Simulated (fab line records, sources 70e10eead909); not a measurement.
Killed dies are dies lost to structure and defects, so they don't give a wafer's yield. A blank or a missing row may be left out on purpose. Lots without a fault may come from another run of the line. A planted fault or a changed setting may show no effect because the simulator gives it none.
Which tool did it? | flow nand_harc | 24 lots, 72 wafers sampled, at 4 steps of a route of 1302

WHAT THE GAUGES READ, wafer by wafer
NHARC_A_M1_OVL_MEAS_10: pitch 240 nm. Usual: overlay_x_nm 0.2 nm, standard deviation 0.75; overlay_y_nm -0.1 nm, standard deviation 0.8.
lot  | measured     | on         | overlay_x_nm (nm) | overlay_y_nm (nm) | flag
L074 | day 23 08:44 | overlay-02 | 1.0 1.1 1.2       | 0.6 0.6 0.4       |
L075 | day 23 14:13 | overlay-01 | -1.2 -1.2 -0.2    | 0.8 0.4 0.6       |
L077 | day 24 04:27 | overlay-01 | 0.5 0.5 0.6       | 1.4 0.8 1.7       |
L076 | day 24 06:31 | overlay-02 | -0.7 -0.4 -0.3    | 0.4 0.7 0.8       |
L078 | day 24 21:03 | overlay-01 | 0.9 0.2 0.6       | -1.5 -0.5 -0.7    |
L079 | day 25 01:08 | overlay-02 | 1.5 1.2 2.2       | -2.4 -2.1 -1.6    |
L080 | day 26 00:53 | overlay-02 | 0.1 0.3 -0.4      | -0.5 -0.9 -0.5    |
L081 | day 26 01:11 | overlay-01 | 1.1 1.1 1.8       | 0.7 0.8 0.6       |
L082 | day 26 12:55 | overlay-02 | -0.3 0.1 0.0      | -1.3 -1.7 -1.3    |
L083 | day 26 20:08 | overlay-02 | 0.2 0.6 0.5       | 0.2 -0.2 0.0      |
L085 | day 27 07:44 | overlay-01 | -0.9 -0.1 0.2     | 0.4 0.8 0.6       |
L084 | day 27 09:30 | overlay-02 | -1.0 -0.5 -1.1    | -0.2 -0.7 -0.9    |
L086 | day 27 23:32 | overlay-02 | 0.3 0.3 0.5       | 0.2 0.5 0.0       |
L087 | day 28 20:49 | overlay-02 | -1.5 -1.0 -1.5    | -0.4 -0.4 -0.3    |
L089 | day 29 03:19 | overlay-02 | 0.2 0.1 0.6       | -0.8 -1.1 0.1     |
L088 | day 29 05:20 | overlay-01 | 0.0 -0.3 0.2      | -0.2 0.3 -0.7     |
L090 | day 29 10:47 | overlay-01 | 0.0 0.0 -0.1      | 0.4 -0.1 1.0      |
L091 | day 29 14:19 | overlay-02 | -0.2 0.2 -0.2     | -0.9 -0.7 -0.9    |
L092 | day 30 06:17 | overlay-02 | 0.1 -0.1 -0.6     | -0.4 -0.3 0.3     |
L094 | day 30 21:05 | overlay-02 | 0.6 0.3 -0.3      | 1.2 0.1 0.0       |
L093 | day 30 22:17 | overlay-01 | -0.3 -0.1 0.7     | 0.9 0.7 1.0       |
L095 | day 31 21:40 | overlay-01 | -0.3 -0.3 0.1     | -0.3 -0.3 0.9     |
L096 | day 32 06:11 | overlay-02 | 1.0 1.2 0.5       | -1.0 -0.4 -1.0    |
L097 | day 32 06:58 | overlay-02 | 1.2 1.0 1.1       | 0.2 -0.2 0.1      |

WHICH TOOL RAN EACH LOT (tool, then ch and the chambers of the sampled wafers, then the start)
lot  | NHARC_A_BLC_PVD_32                      | NHARC_A_M0_PVD_20                       | NHARC_A_M0_PRE_CLEAN_31
L074 | pvd_sputter-01, day 23 07:20 or earlier | pvd_sputter-02, day 23 07:20 or earlier | pecvd-03 ch 0,2, day 23 07:20
L075 | pvd_sputter-01, day 23 12:50 or earlier | pvd_sputter-02, day 23 12:50 or earlier | pecvd-04 ch 0,1,2, day 23 12:50
L077 | pvd_sputter-03, day 24 03:11 or earlier | pvd_sputter-03, day 24 03:11 or earlier | pecvd-02 ch 0,1, day 24 03:11
L076 | pvd_sputter-02, day 24 05:05 or earlier | pvd_sputter-01, day 24 05:05 or earlier | pecvd-04 ch 0,1, day 24 05:05
L078 | pvd_sputter-02, day 24 19:12 or earlier | pvd_sputter-01, day 24 19:12 or earlier | pecvd-04 ch 0,2, day 24 19:12
L079 | pvd_sputter-02, day 24 23:38 or earlier | pvd_sputter-02, day 24 23:38 or earlier | pecvd-03 ch 1,2, day 24 23:38
L080 | pvd_sputter-01, day 25 23:30 or earlier | pvd_sputter-02, day 25 23:30 or earlier | pecvd-03 ch 0,1,2, day 25 23:30
L081 | pvd_sputter-02, day 25 23:46 or earlier | pvd_sputter-01, day 25 23:46 or earlier | pecvd-04 ch 0,1, day 25 23:46
L082 | pvd_sputter-02, day 26 11:38 or earlier | pvd_sputter-01, day 26 11:38 or earlier | pecvd-03 ch 1,2, day 26 11:38
L083 | pvd_sputter-01, day 26 18:44 or earlier | pvd_sputter-03, day 26 18:44 or earlier | pecvd-03 ch 1,2, day 26 18:44
L085 | pvd_sputter-02, day 27 06:29 or earlier | pvd_sputter-02, day 27 06:29 or earlier | pecvd-03 ch 0,1, day 27 06:29
L084 | pvd_sputter-01, day 27 08:07 or earlier | pvd_sputter-02, day 27 08:07 or earlier | pecvd-03 ch 0,2, day 27 08:07
L086 | pvd_sputter-03, day 27 22:06 or earlier | pvd_sputter-03, day 27 22:06 or earlier | pecvd-02 ch 0,1, day 27 22:06
L087 | pvd_sputter-01, day 28 19:25 or earlier | pvd_sputter-01, day 28 19:25 or earlier | pecvd-03 ch 1,2, day 28 19:25
L089 | pvd_sputter-01, day 29 01:54 or earlier | pvd_sputter-02, day 29 01:54 or earlier | pecvd-04 ch 0,2, day 29 01:54
L088 | pvd_sputter-03, day 29 03:56 or earlier | pvd_sputter-03, day 29 03:56 or earlier | pecvd-04 ch 1,2, day 29 03:56
L090 | pvd_sputter-03, day 29 09:22 or earlier | pvd_sputter-03, day 29 09:22 or earlier | pecvd-04 ch 0,1,2, day 29 09:22
L091 | pvd_sputter-02, day 29 12:55 or earlier | pvd_sputter-01, day 29 12:55 or earlier | pecvd-02 ch 0,1, day 29 12:55
L092 | pvd_sputter-01, day 30 04:53 or earlier | pvd_sputter-02, day 30 04:53 or earlier | pecvd-02 ch 1,2, day 30 04:53
L094 | pvd_sputter-01, day 30 19:41 or earlier | pvd_sputter-02, day 30 19:41 or earlier | pecvd-04 ch 0,1,2, day 30 19:41
L093 | pvd_sputter-01, day 30 20:54 or earlier | pvd_sputter-02, day 30 20:54 or earlier | pecvd-02 ch 0,2, day 30 20:54
L095 | pvd_sputter-03, day 31 20:16 or earlier | pvd_sputter-01, day 31 20:16 or earlier | pecvd-04 ch 0,1, day 31 20:16
L096 | pvd_sputter-01, day 32 04:35 or earlier | pvd_sputter-02, day 32 04:35 or earlier | pecvd-03 ch 2, day 32 04:35
L097 | pvd_sputter-01, day 32 05:32 or earlier | pvd_sputter-02, day 32 05:32 or earlier | pecvd-02 ch 0,1,2, day 32 05:32
- NHARC_A_BLC_PVD_32: deposits Ti, target thk 5 nm, time 17.7 s.
- NHARC_A_M0_PVD_20: deposits TaN, target thk 5 nm, time 8.06 s.
- NHARC_A_M0_PRE_CLEAN_31: time 12 s.

WHAT THE TOOLS THEMSELVES READ (means of the sampled wafers that have a number; where no wafer has one, the mark that the record gives instead)
NHARC_A_BLC_PVD_32. Usual: throttle_valve_pct 30.2 %, standard deviation 0.81.
lot  | tool           | throttle_valve_pct (%) | flag
L074 | pvd_sputter-01 | 30.5                   |
L075 | pvd_sputter-01 | 30.7                   |
L077 | pvd_sputter-03 | 30.0                   |
L076 | pvd_sputter-02 | 29.2                   |
L078 | pvd_sputter-02 | 29.4                   |
L079 | pvd_sputter-02 | 29.7                   |
L080 | pvd_sputter-01 | 30.4                   |
L081 | pvd_sputter-02 | 29.6                   |
L082 | pvd_sputter-02 | 29.6                   |
L083 | pvd_sputter-01 | 30.2                   |
L085 | pvd_sputter-02 | 30.7                   |
L084 | pvd_sputter-01 | 30.4                   |
L086 | pvd_sputter-03 | 30.7                   |
L087 | pvd_sputter-01 | 30.2                   |
L089 | pvd_sputter-01 | 30.4                   |
L088 | pvd_sputter-03 | 30.3                   |
L090 | pvd_sputter-03 | 31.0                   |
L091 | pvd_sputter-02 | 29.5                   |
L092 | pvd_sputter-01 | 30.0                   |
L094 | pvd_sputter-01 | 30.2                   |
L093 | pvd_sputter-01 | 30.3                   |
L095 | pvd_sputter-03 | 30.5                   |
L096 | pvd_sputter-01 | 30.3                   |
L097 | pvd_sputter-01 | 30.4                   |

NHARC_A_M0_PVD_20. Usual: throttle_valve_pct 30.1 %, standard deviation 0.91.
lot  | tool           | throttle_valve_pct (%) | flag
L074 | pvd_sputter-02 | 30.3                   |
L075 | pvd_sputter-02 | 29.6                   |
L077 | pvd_sputter-03 | 30.6                   |
L076 | pvd_sputter-01 | 30.4                   |
L078 | pvd_sputter-01 | 30.7                   |
L079 | pvd_sputter-02 | 30.3                   |
L080 | pvd_sputter-02 | 30.3                   |
L081 | pvd_sputter-01 | 30.2                   |
L082 | pvd_sputter-01 | 30.3                   |
L083 | pvd_sputter-03 | 30.9                   |
L085 | pvd_sputter-02 | 30.8                   |
L084 | pvd_sputter-02 | 29.9                   |
L086 | pvd_sputter-03 | 30.6                   |
L087 | pvd_sputter-01 | 30.7                   |
L089 | pvd_sputter-02 | 28.7                   |
L088 | pvd_sputter-03 | 30.7                   |
L090 | pvd_sputter-03 | 30.9                   |
L091 | pvd_sputter-01 | 30.5                   |
L092 | pvd_sputter-02 | 29.6                   |
L094 | pvd_sputter-02 | 29.6                   |
L093 | pvd_sputter-02 | 29.6                   |
L095 | pvd_sputter-01 | 30.5                   |
L096 | pvd_sputter-02 | 30.1                   |
L097 | pvd_sputter-02 | 30.1                   |

NHARC_A_M0_PRE_CLEAN_31. Usual: heater_power_w 607 W, standard deviation 71.
lot  | tool     | heater_power_w (W) | flag
L074 | pecvd-03 | 630                |
L075 | pecvd-04 | 586                |
L077 | pecvd-02 | 596                |
L076 | pecvd-04 | 583                |
L078 | pecvd-04 | 581                |
L079 | pecvd-03 | 570                |
L080 | pecvd-03 | 597                |
L081 | pecvd-04 | 539                |
L082 | pecvd-03 | 501                |
L083 | pecvd-03 | 581                |
L085 | pecvd-03 | 600                |
L084 | pecvd-03 | 645                |
L086 | pecvd-02 | 585                |
L087 | pecvd-03 | 562                |
L089 | pecvd-04 | 621                |
L088 | pecvd-04 | 617                |
L090 | pecvd-04 | 577                |
L091 | pecvd-02 | 634                |
L092 | pecvd-02 | 689                |
L094 | pecvd-04 | 598                |
L093 | pecvd-02 | 675                |
L095 | pecvd-04 | 560                |
L096 | pecvd-03 | 583                |
L097 | pecvd-02 | 682                |

THE ANSWER, worked out from the rows above alone
Rule: a lot is off if the mean of its wafers that have a number lies more than 3 standard deviations from the usual mean. A lot without any number at a reading at which 4 lots or more have one is off too. The other lots that the step has rows for count as sound. The gauges are gone through in route order, then the tools' own readings, and for those a lot's mean is taken as printed above. The first step at which some lot is off is used, and at that step the reading that is off furthest; a lot without a number counts as furthest.
No lot is off at any reading shown: from this, nothing can be told.

WHAT THE SIMULATOR HAD PUT IN
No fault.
